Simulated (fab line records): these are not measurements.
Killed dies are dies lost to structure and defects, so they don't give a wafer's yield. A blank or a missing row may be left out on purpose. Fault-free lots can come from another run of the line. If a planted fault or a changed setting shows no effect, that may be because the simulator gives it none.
The tool behind it: which one?    flow nandHarc    72 wafers from 24 lots sampled at 2 of the route's 1302 steps

== WHAT THE GAUGES SHOWED, per wafer ==
NHARC_A_BLC_CD_MEAS_10: the cd target is 100 nm. Usual: cdNm 100.2 nm, standard deviation 0.68.
lot   measured      on        cdNm (nm)          flag
L074  day 22 11:22  cdSem-02  100.8 101.3 100.5  
L075  day 22 21:01  cdSem-03  100.0 99.5 99.3    
L078  day 23 22:40  cdSem-01  100.5 100.8 100.6  
L076  day 23 23:23  cdSem-02  99.9 99.9 99.9     
L079  day 24 00:50  cdSem-03  99.4 100.9 100.4   
L077  day 24 08:19  cdSem-02  99.9 100.3 100.2   
L081  day 24 17:00  cdSem-01  99.9 100.8 100.4   
L080  day 25 02:58  cdSem-02  101.5 102.2 101.1  
L084  day 26 02:30  cdSem-03  98.9 99.8 99.7     
L082  day 26 03:29  cdSem-03  100.6 101.0 100.2  
L083  day 26 04:40  cdSem-03  99.8 99.6 99.4     
L085  day 27 15:38  cdSem-01  99.0 99.8 100.6    
L086  day 27 17:46  cdSem-03  100.1 99.0 99.7    
L087  day 28 05:51  cdSem-01  99.8 100.4 100.1   
L088  day 28 11:10  cdSem-01  100.8 101.2 101.5  
L089  day 28 11:29  cdSem-01  100.4 100.3 100.6  
L090  day 28 23:44  cdSem-02  99.1 98.9 99.2     
L091  day 29 03:43  cdSem-03  100.0 98.5 99.6    
L093  day 29 17:10  cdSem-02  100.1 100.0 99.8   
L092  day 29 21:50  cdSem-01  99.8 100.3 98.8    
L095  day 30 17:35  cdSem-01  100.2 100.2 100.7  
L094  day 30 18:31  cdSem-03  100.4 99.8 100.0   
L096  day 31 11:17  cdSem-01  99.3 99.6 100.4    
L097  day 32 01:57  cdSem-01  101.2 100.6 101.6  

== EACH LOT AND THE TOOL THAT RAN IT (in order: tool; ch and the chambers of the sampled wafers; start) ==
lot   NHARC_A_CONTACT_ETCH_92
L074  rieDiel-06 ch 0,1,2, day 22 08:13
L075  rieDiel-05 ch 0,1,2, day 22 17:52
L078  rieDiel-05 ch 0,1,3, day 23 19:34
L076  rieDiel-06 ch 0,1, day 23 20:16
L079  rieDiel-06 ch 1,2,3, day 23 21:46
L077  rieDiel-05 ch 0,2,3, day 24 05:02
L081  rieDiel-10 ch 0,2,3, day 24 13:58
L080  rieDiel-05 ch 0,2, day 24 23:55
L084  rieDiel-05 ch 0,1,3, day 25 23:20
L082  rieDiel-05 ch 0,1,3, day 26 00:29
L083  rieDiel-05 ch 0,1,2, day 26 01:23
L085  rieDiel-05 ch 1,2, day 27 12:10
L086  rieDiel-10 ch 1,2,3, day 27 14:38
L087  rieDiel-10 ch 0,1,2, day 28 02:50
L088  rieDiel-05 ch 0,1,2, day 28 08:02
L089  rieDiel-10 ch 0,1,3, day 28 08:28
L090  rieDiel-10 ch 0,1,2, day 28 19:56
L091  rieDiel-05 ch 0,1,3, day 29 00:28
L093  rieDiel-06 ch 0,2,3, day 29 13:58
L092  rieDiel-10 ch 1,2,3, day 29 18:44
L095  rieDiel-10 ch 0,1,2, day 30 14:26
L094  rieDiel-05 ch 1,2, day 30 15:27
L096  rieDiel-06 ch 0,2,3, day 31 08:16
L097  rieDiel-10 ch 1,2, day 31 22:44
- NHARC_A_CONTACT_ETCH_92: etches the open film in CH3F/O2, target depth 40 nm, time 85.7 s.

== WHAT THE TOOLS THEMSELVES READ (means of the sampled wafers that have a number; where no wafer has one, the mark that the record gives instead) ==
NHARC_A_CONTACT_ETCH_92. Usual: drypumpMotorCurrentA 5.8 A, standard deviation 0.52; oesProductAu 0.938 a.u., standard deviation 0.024; rfVppV 244.3 V, standard deviation 1.8; showerheadPlenumPTorr 2.45 Torr, standard deviation 0.13; throttleValvePct 20.663 %, standard deviation 0.0092.
lot   tool        drypumpMotorCurrentA (A)  oesProductAu (a.u.)  rfVppV (V)  showerheadPlenumPTorr (Torr)  throttleValvePct (%)  flag
L074  rieDiel-06  5.7                       0.930                243.2       2.43                          20.674                
L075  rieDiel-05  6.1                       0.927                243.9       2.39                          20.650                
L078  rieDiel-05  5.8                       0.930                243.5       2.41                          20.665                
L076  rieDiel-06  6.1                       0.938                242.8       2.37                          20.666                
L079  rieDiel-06  5.3                       0.923                243.6       2.40                          20.665                
L077  rieDiel-05  6.0                       0.924                243.6       2.40                          20.665                
L081  rieDiel-10  5.5                       0.927                244.1       2.43                          20.665                
L080  rieDiel-05  6.2                       0.927                244.6       2.49                          20.654                
L084  rieDiel-05  5.8                       0.959                243.8       2.41                          20.663                
L082  rieDiel-05  5.8                       0.930                243.5       2.41                          20.657                
L083  rieDiel-05  6.1                       0.929                244.9       2.52                          20.661                
L085  rieDiel-05  6.0                       0.934                244.3       2.42                          20.667                
L086  rieDiel-10  5.8                       1.007                243.9       2.47                          20.673                
L087  rieDiel-10  6.0                       0.935                245.9       2.53                          20.664                
L088  rieDiel-05  6.1                       0.929                244.6       2.51                          20.664                
L089  rieDiel-10  5.7                       0.929                245.2       2.51                          20.650                
L090  rieDiel-10  6.1                       1.008                245.6       2.52                          20.661                
L091  rieDiel-05  5.8                       0.940                243.7       2.40                          20.665                
L093  rieDiel-06  5.4                       0.928                243.3       2.44                          20.660                
L092  rieDiel-10  5.8                       0.930                244.2       2.46                          20.667                
L095  rieDiel-10  6.0                       0.938                245.2       2.52                          20.664                
L094  rieDiel-05  6.0                       0.918                244.6       2.41                          20.654                
L096  rieDiel-06  5.4                       0.933                244.7       2.43                          20.668                
L097  rieDiel-10  6.3                       0.933                244.0       2.43                          20.668                

== THE ANSWER, worked out from the rows above alone ==
Rule: take the mean of a lot's wafers that have a number; if it is more than 3 standard deviations from the usual mean, the lot is off. A lot without any number at a reading at which 4 lots or more have one is off too. The other lots that the step has rows for count as sound. The gauges are gone through in route order, then the tools' own readings, and for those a lot's mean is taken as printed above. At the first step where some lot is off, the reading lying furthest off is the one used; lots without a number count as furthest.
Nothing can be told from this: no lot is off at any reading shown.

== WHAT THE SIMULATOR HAD PUT IN ==
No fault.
